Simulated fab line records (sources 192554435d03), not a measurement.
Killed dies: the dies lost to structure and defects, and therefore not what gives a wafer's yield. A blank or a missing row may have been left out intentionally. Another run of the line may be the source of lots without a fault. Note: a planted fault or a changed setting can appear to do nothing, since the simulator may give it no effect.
Lot-split experiment -- flow n5Finfet -- route with 1938 steps; 7 lots, 39 wafers read

== ON THE SPLIT ==
At N5_DUMMY_GATE_HM_DEP_06 (deposits SiNx from DCS/NH3, target thk 80 nm, time 5141 s), the setting targetThkA was moved away from the recipe's 800 angstrom on 30 of the 39 wafers read, by -59.2% to +49.4%. For the rest of the wafers, this setting stayed at what the recipe calls for.

Reading taken at the split's own step.

== THE READING ==
SiNx_of_DUMMY_GATE_HM_DEP_06.thkNm (the simulator's own value, which no gauge read), in nm, at N5_DUMMY_GATE_HM_DEP_06 (deposits SiNx from DCS/NH3, target thk 80 nm, time 5141 s). The file does not state a usual value for it. Average 80.0 nm, standard deviation 0.56 nm, over the 9 wafers here run with the recipe.

wafer,"tool, chamber at the split","targetThkA as run, angstrom",against the recipe,"SiNx_of_DUMMY_GATE_HM_DEP_06.thkNm, nm",against lot-mates on the recipe
L076.2,"lpcvd-01, 0/95",800,recipe,80,-
L076.5,"lpcvd-01, 0/109",800,recipe,80.4,-
L076.6,"lpcvd-01, 0/114",800,recipe,80.8,-
L080.1,"-, -",376,-53.0%,37.4,no lot-mate on the recipe
L080.2,"-, -",376,-53.0%,38,no lot-mate on the recipe
L080.3,"-, -",376,-53.0%,37.6,no lot-mate on the recipe
L080.4,"-, -",376,-53.0%,37.6,no lot-mate on the recipe
L080.6,"-, -",376,-53.0%,37.6,no lot-mate on the recipe
L080.5,"-, -",376,-53.0%,38.2,no lot-mate on the recipe
L083.1,"-, -",1138,+42.3%,113,no lot-mate on the recipe
L083.2,"-, -",1138,+42.3%,113.6,no lot-mate on the recipe
L083.3,"-, -",1138,+42.3%,113.6,no lot-mate on the recipe
L083.5,"-, -",1138,+42.3%,113.6,no lot-mate on the recipe
L083.4,"-, -",1138,+42.3%,113.8,no lot-mate on the recipe
L083.6,"-, -",1138,+42.3%,113.2,no lot-mate on the recipe
L084.1,"-, -",800,recipe,79.2,-
L084.5,"-, -",800,recipe,79.2,-
L084.2,"-, -",800,recipe,80.6,-
L084.3,"-, -",800,recipe,79.6,-
L084.4,"-, -",800,recipe,80.4,-
L084.6,"-, -",800,recipe,79.8,-
L085.1,"-, -",326.2,-59.2%,32.2,no lot-mate on the recipe
L085.3,"-, -",326.2,-59.2%,32.2,no lot-mate on the recipe
L085.2,"-, -",326.2,-59.2%,32,no lot-mate on the recipe
L085.5,"-, -",326.2,-59.2%,32,no lot-mate on the recipe
L085.4,"-, -",326.2,-59.2%,32.6,no lot-mate on the recipe
L085.6,"-, -",326.2,-59.2%,32.4,no lot-mate on the recipe
L088.1,"-, -",1195,+49.4%,119.6,no lot-mate on the recipe
L088.5,"-, -",1195,+49.4%,119.6,no lot-mate on the recipe
L088.2,"-, -",1195,+49.4%,119.8,no lot-mate on the recipe
L088.4,"-, -",1195,+49.4%,119.8,no lot-mate on the recipe
L088.3,"-, -",1195,+49.4%,119.4,no lot-mate on the recipe
L088.6,"-, -",1195,+49.4%,120.2,no lot-mate on the recipe
L089.1,"-, -",478.3,-40.2%,47.6,no lot-mate on the recipe
L089.2,"-, -",478.3,-40.2%,47.2,no lot-mate on the recipe
L089.3,"-, -",478.3,-40.2%,47,no lot-mate on the recipe
L089.4,"-, -",478.3,-40.2%,47,no lot-mate on the recipe
L089.5,"-, -",478.3,-40.2%,47.4,no lot-mate on the recipe
L089.6,"-, -",478.3,-40.2%,47.4,no lot-mate on the recipe

THE FIT
A straight line over all 39 wafers: SiNx_of_DUMMY_GATE_HM_DEP_06.thkNm changes by +0.802 nm for each +1% of targetThkA; r = +1.00; the points scatter about the line by 0.45 nm.
Too few moved wafers have a lot-mate on the recipe to fit a line with each lot's own level taken away.

== FILE'S OWN FIT ==
SiNx_of_DUMMY_GATE_HM_DEP_06.thkNm changes by +0.802 nm for each +1% of targetThkA, r = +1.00.
